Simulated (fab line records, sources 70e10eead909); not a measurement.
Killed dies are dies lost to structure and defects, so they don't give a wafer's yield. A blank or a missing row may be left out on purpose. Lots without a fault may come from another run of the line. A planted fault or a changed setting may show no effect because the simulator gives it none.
fab line records | flow nand_harc
record lots=24 wafers=72 last_day=25
route steps=1159 shown P_M1@305 P_BONDPAD@381 A_CHANNEL_HOLE_D1@469 A_CHANNEL_FILL_D1@496
lots that met no fault: from a run of the same line without faults
start_h: hours from the record's first day to the start of the lot's first wafer shown | wait_h: hours since the lot's step before | " the same as in the row above | L1.1+2: a row that stands for several wafers | - no value, or no start given | * or withheld: withheld | < > ~ a bound
route shown NAME@n: a module of which the file shows steps, and the number in the route of the first | usual: mean/standard deviation of fault-free wafers | same: alike in all rows | chamber/n: place in a boat | sites: the reading at each site | _std_site: their standard deviation | _edge_site: outer sites' mean less inner sites' | radius_mm: how far each site lies from the wafer's centre | mask NAME#n: copy n | behind: the tool/chamber that last shaped the wafer | hold: why the lot was held/for how many hours/how that ended | device: the transistor (n, p or np) that didn't switch | end of line: the same wafers' tests at the end of the route | a step without rows: its recipe alone | killed: dies lost to structure and defects at the first sort, not the wafer's yield | map: a wafer's dies, x killed, . not, _ none there
set.NAME: the setting as run; set.NAME@STEP: as run at that earlier step | model.NAME: the simulator's own value behind a step, which no gauge read
steps of the route over a sample of lots; a table a step, a row a wafer
services: from which hour (start_h, from the record's first day; less than 0 if before it) a tool's chamber was out of use, for how many hours, and why
## steps
# step NHARC_P_M1_DEGAS_29
# recipe temp_c=250 time_s=60
# usual heater_power_w=325/33
# columns lot.wafer tool chamber start_h wait_h heater_power_w
L074.3 pvd_sputter-02 - 131.04 - 324
L074.4 " - " " 320
L074.1 " - " " 361
L076.2 pvd_sputter-01 - 134.83 - 312
L076.1 " - " " 281
L076.5 " - " " 387
L075.2 pvd_sputter-02 - 135.18 - 364
L075.5 " - " " 330
L075.6 " - " " 322
L077.1 pvd_sputter-01 - 140.04 - 346
L077.5 " - " " 375
L077.6 " - " " 306
L078.4 pvd_sputter-01 - 149.05 - 286
L078.1 " - " " 382
L078.5 " - " " 279
L079.1 pvd_sputter-03 - 149.50 - 339
L079.3 " - " " 301
L079.5 " - " " 312
L081.1 pvd_sputter-01 - 156.02 - 303
L081.4 " - " " 282
L081.2 " - " " 390
L080.4 pvd_sputter-03 - 156.16 - 282
L080.6 " - " " 314
L080.5 " - " " 279
L083.1 pvd_sputter-03 - 177.49 - 280
L083.4 " - " " 295
L083.5 " - " " 320
L082.2 pvd_sputter-01 - 178.23 - 380
L082.5 " - " " 337
L082.6 " - " " 388
L085.3 pvd_sputter-02 - 179.98 - 350
L085.2 " - " " 320
L085.6 " - " " 382
L084.1 pvd_sputter-01 - 181.23 - 271
L084.3 " - " " 393
L084.6 " - " " 327
L086.4 pvd_sputter-03 - 197.81 - 296
L086.2 " - " " 313
L086.3 " - " " 278
L087.2 pvd_sputter-03 - 198.72 - 330
L087.4 " - " " 328
L087.5 " - " " 295
L088.3 pvd_sputter-02 - 207.06 - 366
L088.6 " - " " 328
L088.5 " - " " 319
L089.1 pvd_sputter-03 - 216.19 - 324
L089.4 " - " " 324
L089.6 " - " " 282
L090.3 pvd_sputter-01 - 216.88 - 389
L090.1 " - " " 311
L090.6 " - " " 278
L091.4 pvd_sputter-02 - 229.23 - 335
L091.5 " - " " 315
L091.6 " - " " 324
L092.2 pvd_sputter-02 - 237.09 - 346
L092.5 " - " " 345
L092.6 " - " " 324
L093.3 pvd_sputter-01 - 237.22 - 332
L093.1 " - " " 391
L093.5 " - " " 389
L094.3 pvd_sputter-01 - 240.34 - 383
L094.2 " - " " 312
L094.4 " - " " 334
L095.2 pvd_sputter-01 - 246.07 - 270
L095.1 " - " " 379
L095.6 " - " " 304
L096.4 pvd_sputter-02 - 251.79 - 319
L096.6 " - " " 346
L096.5 " - " " 310
L097.2 pvd_sputter-02 - 269.67 - 337
L097.5 " - " " 318
L097.6 " - " " 367
# step NHARC_P_M1_PRE_CLEAN_30
# recipe time_s=30 temp_c=280 gas=H2/He
# usual heater_power_w=400/42
# columns lot.wafer tool chamber start_h wait_h heater_power_w
L074.1 pvd_sputter-02 - - - 453
L074.3 " - " " 386
L074.4 " - " " 454
L076.1 pvd_sputter-01 - - - 462
L076.2 " - " " 345
L076.5 " - " " 469
L075.2 pvd_sputter-02 - - - 385
L075.5 " - " " 447
L075.6 " - " " 393
L077.1 pvd_sputter-01 - - - 474
L077.6 " - " " 431
L077.5 " - " " 454
L078.4 pvd_sputter-01 - - - 436
L078.1 " - " " 479
L078.5 " - " " 372
L079.3 pvd_sputter-03 - - - 409
L079.1 " - " " 341
L079.5 " - " " 359
L081.4 pvd_sputter-01 - - - 342
L081.2 " - " " 427
L081.1 " - " " 476
L080.4 pvd_sputter-03 - - - 397
L080.5 " - " " 411
L080.6 " - " " 385
L083.1 pvd_sputter-03 - - - 334
L083.4 " - " " 369
L083.5 " - " " 337
L082.2 pvd_sputter-01 - - - 401
L082.5 " - " " 474
L082.6 " - " " 370
L085.2 pvd_sputter-02 - - - 391
L085.3 " - " " 385
L085.6 " - " " 433
L084.1 pvd_sputter-01 - - - 410
L084.3 " - " " 472
L084.6 " - " " 336
L086.4 pvd_sputter-03 - - - 337
L086.2 " - " " 370
L086.3 " - " " 405
L087.4 pvd_sputter-03 - - - 374
L087.2 " - " " 392
L087.5 " - " " 344
L088.3 pvd_sputter-02 - - - 458
L088.5 " - " " 386
L088.6 " - " " 461
L089.1 pvd_sputter-03 - - - 394
L089.4 " - " " 346
L089.6 " - " " 341
L090.1 pvd_sputter-01 - - - 337
L090.3 " - " " 407
L090.6 " - " " 374
L091.4 pvd_sputter-02 - - - 407
L091.6 " - " " 400
L091.5 " - " " 456
L092.2 pvd_sputter-02 - - - 389
L092.6 " - " " 438
L092.5 " - " " 419
L093.3 pvd_sputter-01 - - - 410
L093.1 " - " " 477
L093.5 " - " " 378
L094.4 pvd_sputter-01 - - - 389
L094.3 " - " " 341
L094.2 " - " " 415
L095.2 pvd_sputter-01 - - - 402
L095.1 " - " " 486
L095.6 " - " " 468
L096.4 pvd_sputter-02 - - - 412
L096.5 " - " " 386
L096.6 " - " " 396
L097.2 pvd_sputter-02 - - - 394
L097.5 " - " " 391
L097.6 " - " " 450
# step NHARC_P_BONDPAD_THK_MEAS_20
# recipe thk_meas_gauge=xrf
# usual thk_nm=160.8/1.3
# columns lot.wafer tool chamber start_h wait_h thk_nm
L074.1 film_metro-02 - 141.57 - 160.6
L074.3 " - " " 161.9
L074.4 " - " " 159.6
L076.1 film_metro-02 - 144.95 - 161.3
L076.2 " - " " 161.9
L076.5 " - " " 163.0
L075.2 film_metro-02 - 145.79 - 161.7
L075.5 " - " " 162.0
L075.6 " - " " 161.8
L077.1 film_metro-01 - 150.14 - 160.7
L077.5 " - " " 160.5
L077.6 " - " " 161.1
L078.1 film_metro-01 - 159.12 - 162.3
L078.4 " - " " 162.7
L078.5 " - " " 158.4
L079.1 film_metro-02 - 159.95 - 160.9
L079.3 " - " " 161.3
L079.5 " - " " 161.9
L081.1 film_metro-01 - 166.88 - 160.9
L081.2 " - " " 162.2
L081.4 " - " " 160.8
L080.4 film_metro-01 - 167.11 - 158.9
L080.5 " - " " 161.8
L080.6 " - " " 160.5
L083.1 film_metro-01 - 187.89 - 161.3
L083.4 " - " " 160.9
L083.5 " - " " 160.4
L082.2 film_metro-02 - 188.41 - 160.0
L082.5 " - " " 160.5
L082.6 " - " " 160.8
L085.2 film_metro-01 - 190.34 - 159.2
L085.3 " - " " 161.2
L085.6 " - " " 160.1
L084.1 film_metro-01 - 191.82 - 162.1
L084.3 " - " " 163.3
L084.6 " - " " 164.6
L086.2 film_metro-02 - 208.79 - 159.3
L086.3 " - " " 162.3
L086.4 " - " " 159.4
L087.2 film_metro-01 - 209.24 - 159.8
L087.4 " - " " 159.4
L087.5 " - " " 159.8
L088.3 film_metro-02 - 217.18 - 159.3
L088.5 " - " " 160.2
L088.6 " - " " 162.1
L089.1 film_metro-02 - 226.17 - 160.4
L089.4 " - " " 162.4
L089.6 " - " " 162.7
L090.1 film_metro-02 - 226.85 - 162.7
L090.3 " - " " 161.1
L090.6 " - " " 161.9
L091.4 film_metro-02 - 239.61 - 160.6
L091.5 " - " " 160.7
L091.6 " - " " 159.6
L092.2 film_metro-02 - 247.78 - 161.9
L092.5 " - " " 161.6
L092.6 " - " " 161.5
L093.1 film_metro-02 - 248.11 - 158.7
L093.3 " - " " 161.7
L093.5 " - " " 161.9
L094.2 film_metro-02 - 250.51 - 159.8
L094.3 " - " " 159.6
L094.4 " - " " 162.4
L095.1 film_metro-02 - 256.16 - 160.5
L095.2 " - " " 160.8
L095.6 " - " " 160.8
L096.4 film_metro-01 - 262.43 - 160.1
L096.5 " - " " 161.8
L096.6 " - " " 161.0
L097.2 film_metro-01 - 279.73 - 159.4
L097.5 " - " " 158.7
L097.6 " - " " 157.9
# step NHARC_A_CHANNEL_HOLE_D1_ETCH_16
# recipe target_depth_a=31000 over_etch_frac=0.3 time_s=806 ion_energy_ev=150 o2_flow_sccm=400 cos_flow_sccm=20 ar_flow_sccm=0 rf_w=500 bias_w=300 chemistry=O2/COS
# usual cos_flow_sccm=20.01/0.051 drypump_motor_current_A=5.8/0.34 oes_product_au=0.995/0.011 rf_vpp_V=315.2/1.7 showerhead_plenum_p_Torr=3.20/0.11 throttle_valve_pct=28.330/0.0089
# columns lot.wafer tool chamber start_h wait_h cos_flow_sccm drypump_motor_current_A oes_product_au rf_hours_counter_h rf_vpp_V showerhead_plenum_p_Torr throttle_valve_pct
L076.2 rie_diel-08 3 - - 19.96 6.2 0.999 3 314.8 3.19 28.331
L076.1 " 1 " " 19.98 5.9 0.997 3 314.6 3.24 28.335
L076.5 " 0 " " 20.02 5.5 0.975 - 317.5 3.33 28.349
L074.1 rie_diel-01 3 - - 20.00 5.6 0.998 3 314.0 3.18 28.340
L074.3 " 1 " " 20.05 6.1 1.007 3 316.7 3.32 28.332
L074.4 " 2 " " 20.02 5.9 0.990 3 315.0 3.24 28.334
L075.2 rie_diel-08 3 - - 20.02 6.3 0.994 4 314.6 3.19 28.328
L075.6 " 0 " " 19.96 5.5 0.962 - 316.2 3.33 28.337
L075.5 " 1 " " 20.02 5.8 1.007 - 315.3 3.24 28.323
L077.1 rie_diel-07 2 - - 19.98 5.6 1.011 9 314.2 3.19 28.318
L077.5 " 0 " " 19.99 5.4 0.990 - 314.1 3.17 28.337
L077.6 " 1 " " 19.96 5.2 1.001 - 318.1 3.33 28.336
L078.1 rie_diel-08 1 - - 19.95 5.8 0.982 4 316.2 3.24 28.324
L078.4 " 2 " " 20.02 5.3 1.007 4 313.3 3.22 28.328
L078.5 " 1 " " 19.90 5.8 0.995 - 315.6 3.24 28.321
L079.3 rie_diel-01 0 - - 20.00 6.1 0.982 4 311.6 2.96 28.326
L079.1 " 2 " " 19.94 6.0 0.983 5 316.1 3.24 28.323
L079.5 " 0 " " 19.96 6.0 0.988 - 311.8 2.96 28.333
L080.4 rie_diel-07 1 - - 19.99 5.2 1.002 11 316.8 3.33 28.335
L080.5 " 3 " " 20.03 6.4 0.989 - 314.0 3.12 28.320
L080.6 " 0 " " 20.12 5.4 0.997 - 315.8 3.17 28.339
L081.2 rie_diel-08 2 - - 19.95 5.3 0.997 5 315.1 3.22 28.328
L081.1 " 3 " " 19.97 6.2 0.997 5 314.8 3.19 28.338
L081.4 " 0 " " 20.02 5.5 0.969 5 318.4 3.33 28.331
L082.2 rie_diel-01 3 - - 19.98 5.6 0.992 7 313.9 3.17 28.324
L082.6 " 2 " " 20.05 5.9 0.989 - 315.5 3.24 28.329
L082.5 " 3 " " 20.02 5.6 0.999 - 314.2 3.17 28.331
L085.2 rie_diel-01 0 - - 19.95 6.1 0.988 6 311.5 2.96 28.326
L085.3 " 3 " " 20.06 5.6 0.989 7 315.6 3.17 28.325
L085.6 " 2 " " 20.06 5.9 0.984 - 316.8 3.24 28.333
L083.1 rie_diel-08 0 - - 20.01 5.5 0.976 6 317.8 3.32 28.327
L083.4 " 1 " " 20.00 5.8 0.997 6 315.7 3.24 28.316
L083.5 " 2 " " 19.90 5.3 1.008 - 315.4 3.22 28.337
L084.1 rie_diel-01 3 - - 19.99 5.6 0.982 8 314.6 3.17 28.326
L084.3 " 0 " " 20.13 6.1 0.983 7 311.0 2.96 28.322
L084.6 " 3 " " 20.02 5.7 0.994 - 313.2 3.17 28.328
L086.4 rie_diel-08 3 - - 20.04 6.3 0.999 8 314.6 3.19 28.325
L086.3 " 0 " " 19.97 5.5 0.980 8 316.9 3.32 28.321
L086.2 " 1 " " 19.97 5.8 0.996 8 316.5 3.24 28.325
L087.2 rie_diel-08 3 - - 20.06 6.2 0.987 8 314.1 3.19 28.336
L087.4 " 0 " " 19.97 5.5 0.976 8 316.1 3.32 28.347
L087.5 " 2 " " 20.13 5.3 0.990 - 315.7 3.21 28.330
L088.3 rie_diel-01 3 - - 20.00 5.6 0.992 10 313.9 3.17 28.321
L088.6 " 1 " " 19.92 6.1 1.013 - 316.0 3.32 28.321
L088.5 " 3 " " 20.03 5.6 0.994 - 315.0 3.17 28.348
L089.4 rie_diel-08 0 - - 20.01 5.5 0.972 9 317.7 3.32 28.340
L089.1 " 1 " " 20.02 5.8 0.999 9 315.3 3.24 28.341
L089.6 " 1 " " 19.98 5.8 1.005 - 316.0 3.24 28.321
L090.1 rie_diel-01 0 - - 19.94 6.1 0.998 10 312.1 2.96 28.318
L090.3 " 3 " " 20.03 5.6 0.994 11 314.1 3.17 28.325
L090.6 " 1 " " 20.05 6.1 1.002 - 316.7 3.32 28.318
L093.1 rie_diel-01 1 - - 19.93 6.1 1.017 10 317.0 3.32 28.342
L093.3 " 3 " " 20.07 5.6 0.994 13 316.6 3.17 28.329
L093.5 " 1 " " 19.96 6.1 1.010 - 317.2 3.32 28.341
L092.2 rie_diel-01 2 - - 19.98 5.9 0.981 11 315.9 3.24 28.330
L092.6 " 2 " " 20.04 6.0 0.984 - 316.8 3.24 28.340
L092.5 " 3 " " 19.96 5.6 1.001 - 313.9 3.17 28.325
L091.4 rie_diel-07 2 - - 19.94 5.6 1.000 3 314.5 3.19 28.337
L091.5 " 3 " " 20.05 6.3 1.014 - 313.7 3.12 28.340
L091.6 " 0 " " 20.05 5.4 1.000 - 316.2 3.16 28.329
L094.2 rie_diel-08 2 - - 20.07 5.3 0.995 10 316.3 3.21 28.322
L094.4 " 0 " " 19.97 5.5 0.973 10 317.3 3.32 28.323
L094.3 " 1 " " 20.02 5.8 1.015 9 314.7 3.24 28.333
L095.1 rie_diel-08 2 - - 19.98 5.3 1.004 11 317.0 3.21 28.321
L095.2 " 0 " " 20.11 5.5 0.994 11 317.2 3.32 28.339
L095.6 " 2 " " 19.96 5.3 1.003 - 313.7 3.21 28.327
L096.4 rie_diel-01 1 - - 20.03 6.1 1.009 11 316.9 3.32 28.321
L096.6 " 0 " " 19.90 6.1 0.990 - 310.8 2.96 28.346
L096.5 " 1 " " 19.98 6.1 1.017 - 316.7 3.32 28.318
L097.2 rie_diel-08 3 - - 20.08 6.3 0.994 1 315.0 3.19 28.322
L097.6 " 3 " " 20.11 6.2 0.991 - 314.4 3.19 28.343
L097.5 " 0 " " 19.99 5.5 0.992 - 315.3 3.32 28.335
# step NHARC_A_CHANNEL_FILL_D1_ALD_16
# recipe target_thk_a=15 pulse_time_s=10 ald_cycles=15 temp_c=300 material=SiO2
# usual heater_power_w=477/36 precursor_pulse_height_rel=1.001/0.018
# columns lot.wafer tool chamber start_h wait_h heater_power_w precursor_pulse_height_rel since_wet_clean_h
L076.1 ald_hk-02 2 208.27 0.1 527 1.021 96
L076.2 " 3 " " 458 1.012 96
L076.5 " 1 " " 429 1.003 -
L075.2 ald_hk-04 0 211.41 0.0 465 1.027 15
L075.6 " 0 " " 464 1.028 -
L075.5 " 1 " " 450 1.010 -
L074.1 ald_hk-01 1 211.44 0.1 551 0.993 151
L074.4 " 2 " " 522 1.022 151
L074.3 " 3 " " 454 0.986 152
L077.1 ald_hk-04 0 215.56 0.0 458 0.997 20
L077.5 " 0 " " 448 1.029 -
L077.6 " 1 " " 445 0.997 -
L078.4 ald_hk-04 0 219.05 0.1 449 0.996 23
L078.1 " 2 " " 439 1.000 23
L078.5 " 0 " " 459 1.025 -
L079.3 ald_hk-04 2 219.18 0.2 433 1.021 23
L079.1 " 0 " " 451 0.997 23
L079.5 " 3 " " 517 0.985 -
L081.4 ald_hk-04 3 227.90 0.1 521 1.017 32
L081.2 " 0 " " 453 0.959 32
L081.1 " 1 " " 452 0.978 32
L080.4 ald_hk-02 0 227.93 0.1 469 1.001 116
L080.6 " 1 " " 433 0.997 -
L080.5 " 2 " " 513 0.978 -
L085.3 ald_hk-01 2 252.48 0.1 517 1.029 13
L085.2 " 3 " " 473 0.990 13
L085.6 " 2 " " 505 0.984 -
L082.2 ald_hk-01 0 252.69 0.3 459 1.026 14
L082.6 " 1 " " 527 0.976 -
L082.5 " 2 " " 513 1.009 -
L083.4 ald_hk-04 0 256.99 0.1 466 0.994 61
L083.1 " 2 " " 436 1.050 61
L083.5 " 0 " " 468 0.996 -
L084.3 ald_hk-01 3 257.01 0.1 481 1.001 18
L084.1 " 0 " " 449 1.026 18
L084.6 " 2 " " 511 1.012 -
L086.2 ald_hk-02 2 271.62 0.0 516 1.010 160
L086.4 " 3 " " 470 0.991 160
L086.3 " 0 " " 474 0.964 160
L087.4 ald_hk-01 0 271.62 0.0 446 0.975 33
L087.2 " 3 " " 472 1.015 33
L087.5 " 1 " " 532 1.017 -
L088.3 ald_hk-01 0 276.78 0.6 453 1.013 38
L088.6 " 1 " " 521 1.009 -
L088.5 " 2 " " 511 0.991 -
L089.4 ald_hk-04 3 287.66 2.2 521 1.025 92
L089.1 " 0 " " 465 0.978 92
L089.6 " 2 " " 432 1.002 -
L090.1 ald_hk-04 1 287.79 2.4 450 0.984 92
L090.3 " 3 " " 515 1.011 92
L090.6 " 1 " " 449 1.007 -
L093.3 ald_hk-02 1 307.48 0.0 443 0.998 18
L093.1 " 0 " " 451 0.994 18
L093.5 " 2 " " 533 1.005 -
L092.2 ald_hk-01 2 307.56 0.1 508 0.984 69
L092.6 " 0 " " 450 1.016 -
L092.5 " 1 " " 531 1.022 -
L094.4 ald_hk-02 0 311.24 0.0 461 0.989 21
L094.2 " 2 " " 518 0.985 21
L094.3 " 3 " " 446 0.987 21
L091.4 ald_hk-01 0 311.33 0.1 466 0.991 72
L091.6 " 1 " " 517 1.040 -
L091.5 " 2 " " 514 1.012 -
L095.1 ald_hk-04 2 315.31 0.0 436 1.048 119
L095.2 " 1 " " 451 0.996 119
L095.6 " 3 " " 537 0.980 -
L096.4 ald_hk-04 0 323.05 0.1 458 1.003 127
L096.5 " 2 " " 418 0.998 -
L096.6 " 3 " " 529 0.971 -
L097.2 ald_hk-04 2 345.48 0.1 439 1.048 150
L097.5 " 1 " " 441 0.997 -
L097.6 " 2 " " 438 0.990 -
# step NHARC_A_CHANNEL_FILL_D1_CMP_10
# recipe target_thk_nm=150
# usual motor_current_A=11.5/0.99 slurry_filter_dp_kPa=13.51/0.14 slurry_flow_ml_min=150.0/0.47 time_to_endpoint_s=14.5/2.5
# columns lot.wafer tool chamber start_h wait_h motor_current_A slurry_filter_dp_kPa slurry_flow_ml_min time_to_endpoint_s
L076.1 cmp-02 3 243.09 0.4 11.4 13.47 150.4 12.0
L076.2 " 0 " " 11.3 13.57 150.3 12.5
L076.5 " 3 " " 11.5 13.35 149.9 13.5
L075.2 cmp-01 2 247.90 0.4 11.2 13.35 150.2 14.1
L075.5 " 0 " " 11.8 13.35 150.1 14.4
L075.6 " 1 " " 10.6 13.64 149.6 14.9
L078.4 cmp-02 1 252.55 0.4 10.0 13.44 149.8 12.3
L078.1 " 0 " " 10.9 13.39 149.9 14.0
L078.5 " 1 " " 10.3 13.41 150.2 12.6
L077.1 cmp-02 3 252.70 0.5 12.1 13.55 149.8 11.2
L077.5 " 3 " " 11.9 13.46 150.0 15.8
L077.6 " 0 " " 11.2 13.56 149.9 14.8
L074.1 cmp-01 1 252.71 0.5 11.0 13.30 149.5 15.6
L074.3 " 2 " " 11.5 13.35 149.4 18.1
L074.4 " 0 " " 12.5 13.50 150.5 17.9
L079.3 cmp-01 2 256.99 0.4 11.1 13.53 150.1 14.1
L079.1 " 1 " " 10.4 13.47 149.4 13.2
L079.5 " 3 " " 12.0 13.38 149.7 13.3
L081.4 cmp-02 1 263.09 0.4 10.4 13.78 150.5 13.0
L081.1 " 2 " " 12.2 13.42 150.9 17.9
L081.2 " 3 " " 11.5 13.66 149.9 16.4
L080.4 cmp-01 1 263.17 0.4 11.1 13.39 150.2 14.8
L080.6 " 2 " " 11.3 13.61 149.8 15.3
L080.5 " 3 " " 12.9 13.53 149.7 13.4
L085.3 cmp-02 2 287.42 0.4 12.5 13.33 149.8 18.3
L085.2 " 3 " " 11.8 13.51 150.4 16.0
L085.6 " 0 " " 10.7 13.82 150.1 12.8
L082.2 cmp-01 1 287.44 0.4 11.5 13.73 149.5 14.4
L082.6 " 2 " " 11.6 13.56 149.7 20.0
L082.5 " 3 " " 12.6 13.71 149.7 14.8
L083.4 cmp-04 3 291.90 0.4 11.2 13.91 150.3 13.1
L083.1 " 1 " " 9.7 13.67 150.0 15.7
L083.5 " 0 " " 10.2 13.61 149.5 10.3
L084.3 cmp-01 3 291.92 0.4 12.6 13.52 150.1 14.8
L084.1 " 1 " " 11.5 13.58 150.0 17.6
L084.6 " 3 " " 12.9 13.50 150.3 16.3
L086.2 cmp-04 1 307.18 0.4 9.8 13.38 150.0 10.2
L086.3 " 2 " " 12.8 13.88 149.9 14.2
L086.4 " 3 " " 10.9 13.54 149.9 13.7
L087.4 cmp-01 1 307.18 0.4 10.7 13.56 150.7 18.4
L087.2 " 3 " " 12.9 13.46 149.8 16.2
L087.5 " 0 " " 12.4 13.54 149.9 17.3
L088.3 cmp-04 1 312.18 0.4 10.0 13.59 149.5 14.1
L088.6 " 2 " " 13.2 13.63 150.1 12.3
L088.5 " 3 " " 11.1 13.79 150.6 12.2
L089.4 cmp-02 2 322.70 0.4 12.8 13.39 150.6 20.0
L089.1 " 0 " " 10.7 13.49 149.0 14.7
L089.6 " 2 " " 12.4 13.50 150.2 18.7
L090.3 cmp-01 2 322.72 0.4 10.6 13.35 149.9 18.4
L090.1 " 0 " " 11.7 13.48 148.9 17.0
L090.6 " 1 " " 11.3 13.58 150.6 18.6
L093.1 cmp-01 0 343.06 0.4 12.7 13.35 149.5 14.5
L093.3 " 1 " " 11.1 13.50 151.0 14.6
L093.5 " 2 " " 11.3 13.51 150.0 15.6
L092.2 cmp-02 1 343.06 0.4 10.9 13.44 150.4 12.7
L092.5 " 3 " " 12.0 13.50 150.1 10.0
L092.6 " 0 " " 11.4 13.37 149.3 11.0
L091.4 cmp-01 1 346.51 0.4 11.1 13.66 150.1 16.7
L091.5 " 0 " " 12.0 13.29 150.6 14.0
L091.6 " 1 " " 10.7 13.61 150.1 15.9
L094.2 cmp-02 1 350.29 0.4 10.0 13.44 150.1 9.6
L094.4 " 2 " " 12.0 13.43 150.8 13.6
L094.3 " 0 " " 11.0 13.60 149.9 10.8
L095.1 cmp-04 2 350.31 0.4 12.6 13.66 149.6 10.1
L095.2 " 0 " " 10.1 13.52 150.7 10.4
L095.6 " 1 " " 9.6 13.42 149.3 11.7
L096.4 cmp-04 0 357.90 0.4 10.3 13.33 149.9 9.4
L096.5 " 0 " " 10.0 13.52 150.2 9.3
L096.6 " 1 " " 9.8 13.47 150.4 12.8
L097.2 cmp-04 3 381.67 0.4 10.5 13.63 149.9 13.9
L097.5 " 1 " " 10.1 13.30 150.0 14.2
L097.6 " 2 " " 12.3 13.66 149.9 14.7
## services
# columns tool chamber start_h hours kind
rie_diel-08 - 124.80 9.0 pm
pvd_sputter-03 - 130.64 9.9 repair
rie_diel-01 - 137.80 9.0 pm
pvd_sputter-01 - 158.00 10.0 pm
rie_diel-08 1 167.63 7.8 repair
pvd_sputter-03 - 169.42 2.5 repair
rie_diel-08 - 174.69 0.3 repair
cmp-01 - 179.77 4.0 pm
pvd_sputter-02 - 181.17 4.7 repair
ald_hk-04 - 186.00 10.0 pm
rie_diel-08 2 205.30 2.0 repair
pvd_sputter-02 - 214.00 10.0 pm
rie_diel-01 1 227.85 13.1 repair
rie_diel-08 - 243.84 1.2 repair
pvd_sputter-01 - 252.47 1.9 repair
rie_diel-01 2 255.05 23.7 repair
pvd_sputter-01 - 273.56 2.2 repair
rie_diel-08 - 278.43 1.9 repair
pvd_sputter-03 - 280.09 10.0 pm
pvd_sputter-02 - 293.58 12.9 repair
rie_diel-08 3 295.29 2.4 repair
rie_diel-08 - 301.80 9.0 pm
pvd_sputter-01 - 336.00 10.0 pm
ald_hk-04 - 364.00 10.0 pm
## key
fault none
